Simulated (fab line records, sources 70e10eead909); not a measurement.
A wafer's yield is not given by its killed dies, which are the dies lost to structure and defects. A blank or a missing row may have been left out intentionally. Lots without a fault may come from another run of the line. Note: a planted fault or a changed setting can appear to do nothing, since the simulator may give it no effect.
Which tool did it? | flow nand_harc | Sampling: 12 lots, 34 wafers, 5 of 1302 route steps

WHAT EACH GAUGE READ, for each wafer
NHARC_END_SORT_01. Usual: killed_at_array 56, standard deviation 17; killed_at_other 0.9, standard deviation 1.2; killed_at_periphery 3.9, standard deviation 2.5; killed_dies 61, standard deviation 17; killed_open 3.2, standard deviation 1.8; killed_short 2.7, standard deviation 1.7.
lot  | measured     | on        | killed_at_array | killed_at_other | killed_at_periphery | killed_dies | killed_open | killed_short | flag
L564 | day 32 18:21 | prober-01 | 659             | 0               | 18                  | 677         | 2           | 1            | OFF
L563 | day 32 08:11 | prober-01 | 675 676 671     | 1 0 2           | 1 1 4               | 677 677 677 | 2 5 5       | 2 1 4        | OFF

EACH LOT AND THE TOOL THAT RAN IT (in order: tool; ch and the chambers of the sampled wafers; start)
lot  | NHARC_A_BONDPAD_DEP_00                     | NHARC_A_BONDPAD_CMP_29        | NHARC_A_BONDPAD_STRIP_15           | NHARC_A_BONDPAD_ETCH_24
L545 | pecvd-01 ch 0,1,2, day 23 13:08            | cmp-03 ch 2,3, day 23 13:35   | rie_diel-12 ch 0,2,3, day 23 14:50 | rie_diel-12 ch 0,2, day 23 15:01
L547 | pecvd-03 ch 1,2, day 24 08:24              | cmp-04 ch 2,3, day 24 08:45   | rie_diel-11 ch 0,1,2, day 24 10:17 | rie_diel-11 ch 0,2, day 24 10:24
L548 | pecvd-01 ch 1,2, day 24 09:13              | cmp-04 ch 0,1,3, day 24 09:36 | rie_diel-11 ch 2,3, day 24 11:00   | rie_diel-11 ch 0,3, day 24 11:09
L549 | pecvd-03 ch 1,2, day 25 07:05 or earlier   | cmp-01 ch 0,3, day 25 07:05   | rie_diel-12 ch 1,2, day 25 08:22   | rie_diel-12 ch 1,2,3, day 25 08:31
L551 | pecvd-03 ch 0,1, day 26 02:16              | cmp-03 ch 0,3, day 26 02:48   | rie_diel-03 ch 2,3, day 26 04:38   | rie_diel-03 ch 1,2,3, day 26 04:48
L552 | pecvd-01 ch 1,2, day 26 12:07              | cmp-04 ch 1,2,3, day 26 12:34 | rie_diel-12 ch 1,2,3, day 26 13:57 | rie_diel-12 ch 0,2,3, day 26 14:06
L557 | pecvd-03 ch 1,2, day 29 05:10              | cmp-03 ch 1,2,3, day 29 05:37 | rie_diel-03 ch 0,2, day 29 07:01   | rie_diel-03 ch 0,3, day 29 07:10
L559 | pecvd-02 ch 0,1,2, day 30 01:25            | cmp-04 ch 0,2, day 30 01:50   | rie_diel-12 ch 2,3, day 30 03:15   | rie_diel-12 ch 2,3, day 30 03:24
L564 | pecvd-01 ch 1, day 31 01:26                | cmp-03 ch 1, day 31 01:41     | rie_diel-12 ch 3, day 31 02:56     | rie_diel-12 ch 1, day 31 03:04
L563 | pecvd-01 ch 1,2, day 31 01:48              | cmp-03 ch 2,3, day 31 02:13   | rie_diel-12 ch 0,1,3, day 31 03:30 | rie_diel-12 ch 1,3, day 31 03:40
L566 | pecvd-01 ch 1,2, day 32 21:34              | cmp-04 ch 1,3, day 32 21:55   | rie_diel-12 ch 0,2,3, day 32 23:11 | rie_diel-12 ch 1,2, day 32 23:20
L567 | pecvd-03 ch 0,1,2, day 33 17:02 or earlier | cmp-01 ch 1,2,3, day 33 17:02 | rie_diel-12 ch 2,3, day 33 18:28   | rie_diel-12 ch 2,3, day 33 18:38
- NHARC_A_BONDPAD_DEP_00: deposits SiCN, target thk 250 nm.
- NHARC_A_BONDPAD_CMP_29: polishes SiCN, target thk 200 nm.
- NHARC_A_BONDPAD_STRIP_15: strips in O2.
- NHARC_A_BONDPAD_ETCH_24: etches the open film in CF4/N2, target depth 30 nm, time 72.99 s.

AS READ BY THE TOOLS THEMSELVES (means over the sampled wafers that have a number; for cases with no such wafer, the mark the record gives instead)
NHARC_A_BONDPAD_DEP_00. Usual: heater_power_w at 622 W, with a standard deviation of 65.
lot  | tool     | heater_power_w (W) | flag
L545 | pecvd-01 | 617                |
L547 | pecvd-03 | 632                |
L548 | pecvd-01 | 610                |
L549 | pecvd-03 | 645                |
L551 | pecvd-03 | 634                |
L552 | pecvd-01 | 662                |
L557 | pecvd-03 | 629                |
L559 | pecvd-02 | 608                |
L564 | pecvd-01 | 689                |
L563 | pecvd-01 | 662                |
L566 | pecvd-01 | 637                |
L567 | pecvd-03 | 659                |

NHARC_A_BONDPAD_CMP_29. Usual: motor_current_A 12.0 A, standard deviation 1; slurry_flow_ml_min 150.1, standard deviation 0.46.
lot  | tool   | motor_current_A (A) | slurry_flow_ml_min | flag
L545 | cmp-03 | 12.0                | 150.1              |
L547 | cmp-04 | 12.1                | 150.0              |
L548 | cmp-04 | 12.3                | 150.2              |
L549 | cmp-01 | 11.8                | 150.2              |
L551 | cmp-03 | 12.9                | 150.1              |
L552 | cmp-04 | 11.6                | 149.7              |
L557 | cmp-03 | 12.2                | 149.8              |
L559 | cmp-04 | 12.7                | 149.9              |
L564 | cmp-03 | 12.0                | 150.5              |
L563 | cmp-03 | 12.1                | 150.1              |
L566 | cmp-04 | 11.5                | 150.1              |
L567 | cmp-01 | 10.9                | 149.9              |

NHARC_A_BONDPAD_STRIP_15. Usual: chamber_pressure_mTorr 60.00 mTorr, standard deviation 0.059; drypump_motor_current_A 5.7 A, standard deviation 0.31; oes_product_au 1.008 a.u., standard deviation 0.014; rf_vpp_V 57.8 V, standard deviation 0.82; showerhead_plenum_p_Torr 3.51 Torr, standard deviation 0.14; throttle_valve_pct 17.037 %, standard deviation 0.009.
lot  | tool        | chamber_pressure_mTorr (mTorr) | drypump_motor_current_A (A) | oes_product_au (a.u.) | rf_vpp_V (V) | showerhead_plenum_p_Torr (Torr) | throttle_valve_pct (%) | flag
L545 | rie_diel-12 | 59.99                          | 5.8                         | 1.005                 | 57.6         | 3.49                            | 17.029                 |
L547 | rie_diel-11 | 60.03                          | 5.8                         | 0.986                 | 57.8         | 3.71                            | 17.044                 |
L548 | rie_diel-11 | 59.99                          | 6.1                         | 1.016                 | 57.6         | 3.58                            | 17.030                 |
L549 | rie_diel-12 | 59.98                          | 5.7                         | 1.006                 | 57.5         | 3.35                            | 17.033                 |
L551 | rie_diel-03 | 59.99                          | 5.8                         | 1.001                 | 58.6         | 3.61                            | 17.029                 |
L552 | rie_diel-12 | 60.03                          | 5.7                         | 1.013                 | 58.0         | 3.40                            | 17.038                 |
L557 | rie_diel-03 | 60.02                          | 5.8                         | 1.006                 | 58.2         | 3.71                            | 17.032                 |
L559 | rie_diel-12 | 59.98                          | 5.7                         | 0.997                 | 57.1         | 3.44                            | 17.041                 |
L564 | rie_diel-12 | 60.02                          | 5.9                         | 0.997                 | 58.7         | 3.47                            | 17.053                 |
L563 | rie_diel-12 | 59.94                          | 5.8                         | 1.008                 | 58.0         | 3.46                            | 17.031                 |
L566 | rie_diel-12 | 59.98                          | 5.7                         | 1.007                 | 57.2         | 3.49                            | 17.047                 |
L567 | rie_diel-12 | 59.96                          | 5.8                         | 1.012                 | 57.8         | 3.45                            | 17.029                 |

NHARC_A_BONDPAD_ETCH_24. Usual: bias_w 100.0 W, standard deviation 0.33; cf4_flow_sccm 50.00 sccm, standard deviation 0.15; chamber_pressure_mTorr 30.00 mTorr, standard deviation 0.035; drypump_motor_current_A 5.7 A, standard deviation 0.31; oes_product_au 1.007 a.u., standard deviation 0.015; rf_vpp_V 314.1 V, standard deviation 2; showerhead_plenum_p_Torr 2.62 Torr, standard deviation 0.11; throttle_valve_pct 19.793 %, standard deviation 0.0081.
lot  | tool        | bias_w (W) | cf4_flow_sccm (sccm) | chamber_pressure_mTorr (mTorr) | drypump_motor_current_A (A) | oes_product_au (a.u.) | rf_vpp_V (V) | showerhead_plenum_p_Torr (Torr) | throttle_valve_pct (%) | flag
L545 | rie_diel-12 | 100.3      | 50.04                | 30.00                          | 5.7                         | 1.003                 | 313.7        | 2.63                            | 19.792                 |
L547 | rie_diel-11 | 100.1      | 49.98                | 30.00                          | 6.0                         | 0.978                 | 316.1        | 2.76                            | 19.792                 |
L548 | rie_diel-11 | 99.7       | 50.09                | 30.00                          | 5.7                         | 1.012                 | 315.5        | 2.68                            | 19.798                 |
L549 | rie_diel-12 | 100.1      | 50.07                | 29.97                          | 5.7                         | 1.005                 | 312.6        | 2.53                            | 19.796                 |
L551 | rie_diel-03 | 100.0      | 49.98                | 30.01                          | 5.7                         | 1.019                 | 314.5        | 2.64                            | 19.788                 |
L552 | rie_diel-12 | 100.1      | 50.03                | 30.01                          | 5.8                         | 1.009                 | 313.2        | 2.60                            | 19.794                 |
L557 | rie_diel-03 | 100.0      | 50.06                | 29.99                          | 5.3                         | 1.010                 | 317.2        | 2.79                            | 19.791                 |
L559 | rie_diel-12 | 100.4      | 50.07                | 29.98                          | 5.6                         | 1.014                 | 313.0        | 2.55                            | 19.799                 |
L564 | rie_diel-12 | -          | -                    | -                              | -                           | -                     | -            | -                               | -                      | OFF
L563 | rie_diel-12 | -          | -                    | -                              | -                           | -                     | -            | -                               | -                      | OFF
L566 | rie_diel-12 | 100.0      | 49.94                | 30.03                          | 5.6                         | 1.024                 | 311.7        | 2.49                            | 19.796                 |
L567 | rie_diel-12 | 99.9       | 49.99                | 30.00                          | 5.6                         | 1.009                 | 312.3        | 2.55                            | 19.795                 |

THE ANSWER, worked out from the rows above alone
Rule: a lot is off if the mean of its wafers that have a number lies more than 3 standard deviations from the usual mean. Also off: a lot with no number at a reading for which 4 or more lots have one. Any other lot the step has rows for is counted as sound. Order of review: gauges by route order, followed by the tools' own readings, for which a lot's mean as printed above is used. The first step at which some lot is off is used, and at that step the reading that is off furthest; a lot without a number counts as furthest.
Off, at NHARC_END_SORT_01 on killed_at_array: L564, L563. Neither off nor sound, because the step has no rows for them: L545, L547, L548, L549, L551, L552, L557, L559, L566, L567.
A tool fits if, at a process step before that reading, it ran every lot that is off, and no sound lot after the first of them. The gauges at NHARC_END_SORT_01 aren't tried: what is off there is off at NHARC_A_BONDPAD_ETCH_24 too, on other tools, and a gauge's error can't cause that. Can't be told from this: 3 tools fit, pecvd-01 at NHARC_A_BONDPAD_DEP_00, cmp-03 at NHARC_A_BONDPAD_CMP_29, rie_diel-12 at NHARC_A_BONDPAD_STRIP_15 and NHARC_A_BONDPAD_ETCH_24.

WHAT THE SIMULATOR HAD PUT IN
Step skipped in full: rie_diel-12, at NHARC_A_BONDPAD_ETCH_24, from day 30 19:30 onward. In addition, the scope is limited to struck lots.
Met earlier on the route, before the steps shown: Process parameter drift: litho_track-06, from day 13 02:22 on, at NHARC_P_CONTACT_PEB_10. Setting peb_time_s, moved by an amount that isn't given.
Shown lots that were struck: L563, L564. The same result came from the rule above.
